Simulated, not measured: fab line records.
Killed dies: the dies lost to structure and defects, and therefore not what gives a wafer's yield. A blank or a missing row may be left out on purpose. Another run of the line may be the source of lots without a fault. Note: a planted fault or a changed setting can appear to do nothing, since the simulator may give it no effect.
A lot that was struck, set against a sound lot ; flow n5 finfet ; 14 steps out of a route of 1938
Sound: these wafers, L680.1, L680.3, L680.4. Wafers L700.1, L700.2, L700.6 were the ones struck. Last of all comes the cause.
Each step with rows lists, per side, the tool, then ch with its chambers, then its first start. Under that, the readings that differ: sound wafers ; struck wafers ; difference of the means ; sigmas: that difference in standard deviations of wafers without a fault.
alike: readings whose means differ by less than 2 such deviations, and words and numbers that are the same on both sides. not compared: withheld readings, readings that some wafer has no value for, bounds like >300 that may hide the same value, and numbers for which the record gives no deviation and whose values overlap.
Wherever a step has rows on one side only, a row that says differs or no value, or a row with sigmas, the two part there. Non-overlapping numbers with no deviation appear without sigmas and do not part them. Lack of a reading on every wafer of one side parts them only where that side has two or more wafers.

first, 3 steps without rows for these wafers: N5_BEOL_M5_EXPOSE_25 (exposes mask V4, defocus 10 nm); N5_BEOL_M5_PEB_26 (peb time 60 s); N5_BEOL_M5_DEVELOP_27 (develop time 30 s).
N5_BEOL_M5_CD_MEAS_28: target cd 30.6 nm, target cd y 20 nm.
  sound on cd sem-03 ch 0, day 8 10:46; struck on cd sem-02 ch 0, day 13 13:25
  alike: cd nm
N5_BEOL_M5_OVL_MEAS_29:
  sound on overlay-01 ch 0, day 8 10:48; struck on overlay-02 ch 0, day 13 13:27
  alike: V4_OVL
N5_BEOL_M5_INSPECT_30: inspects for defects (brightfield).
  struck on defect inspect-01, day 13 13:31; sound on defect inspect-01, day 8 10:52
  alike: raw defect count
N5_BEOL_M5_DESCUM_33: chemistry O2, time 7 s.
  sound on rie diel-05 ch 1,2,3, day 8 10:53; struck on rie diel-05 ch 0,1,2, day 13 13:41
  alike: drypump motor current A, oes product au, rf vpp V, showerhead plenum p Torr, throttle valve pct
  not compared: rf hours counter h
N5_BEOL_M5_ETCH_75: etches underlayer in N2/H2, target depth 6.5 nm, time 5.2 s.
  sound on rie diel-05 ch 1,2,3, day 8 10:56; struck on rie diel-05 ch 0,1,2, day 13 13:43
  alike: drypump motor current A, etch rf on time s, oes product au, rf fwd power W, rf vpp V, showerhead plenum p Torr, throttle valve pct
  not compared: rf hours counter h
N5_BEOL_M5_ETCH_67: etches SiARC in CF4, target depth 15.6 nm, time 26 s.
  sound on rie diel-05 ch 1,2,3, day 8 10:56; struck on rie diel-05 ch 0,1,2, day 13 13:44
  alike: drypump motor current A, etch rf on time s, oes product au, rf fwd power W, rf vpp V, showerhead plenum p Torr, throttle valve pct
  not compared: rf hours counter h
N5_BEOL_M5_ETCH_68: etches SOC in N2/H2, target depth 80 nm, overetch 16 nm, time 120 s.
  sound on rie diel-05 ch 1,2,3, day 8 10:58; struck on rie diel-05 ch 0,1,2, day 13 13:46
  alike: drypump motor current A, oes product au, rf fwd power W, rf vpp V, showerhead plenum p Torr, throttle valve pct
  not compared: rf hours counter h
then, 2 steps without rows for these wafers: N5_BEOL_M5_STRIP_69 (strips in N2/H2); N5_BEOL_M5_STRIP_76 (strips in N2/H2).
N5_BEOL_M5_VIA_ETCH_34: etches SiCOH lowk in C4F6/O2, target depth 88.3 nm, time 39.2 s.
  sound on rie diel-05 ch 1,2,3, day 8 11:04; struck on rie diel-05 ch 0,1,2, day 13 13:52
reading;sound;struck;difference;sigmas
oes_f_703_au (a.u.);0.70 0.70 0.76;0.96 1.16 1.21;+0.39;+4
oes_o_777_au (a.u.);0.70 0.71 0.76;0.92 1.12 1.18;+0.35;+4
oes product au (a.u.);0.70 0.70 0.74;0.75 0.94 1.01;+0.19;+2
rf fwd power W (W);343.0 338.5 342.5;427.5 424.3 425.3;+84.4;+47
rf vpp V (V);678 686 657;590 594 618;-73;-7
model.etch.depth nm (nm);89.14 88.43 89.63;96.36 98.26 100.6;+9.34;
model.SOC_of_BEOL_M5_COAT_65.thk nm (nm);55.8 55.8 55.8;55.4 55.2 55.2;-0.5;
  alike: drypump motor current A, showerhead plenum p Torr, throttle valve pct
  not compared: rf hours counter h
then, 1 step without rows for these wafers: N5_BEOL_M5_STRIP_85 (strips in C4F6/O2).

## WHERE THEY PART
Only at N5_BEOL_M5_VIA_ETCH_34, within this record.

WHY: the cause the simulator had injected
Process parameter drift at N5_BEOL_M5_VIA_ETCH_34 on rie diel-05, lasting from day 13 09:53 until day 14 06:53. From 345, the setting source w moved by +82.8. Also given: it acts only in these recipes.
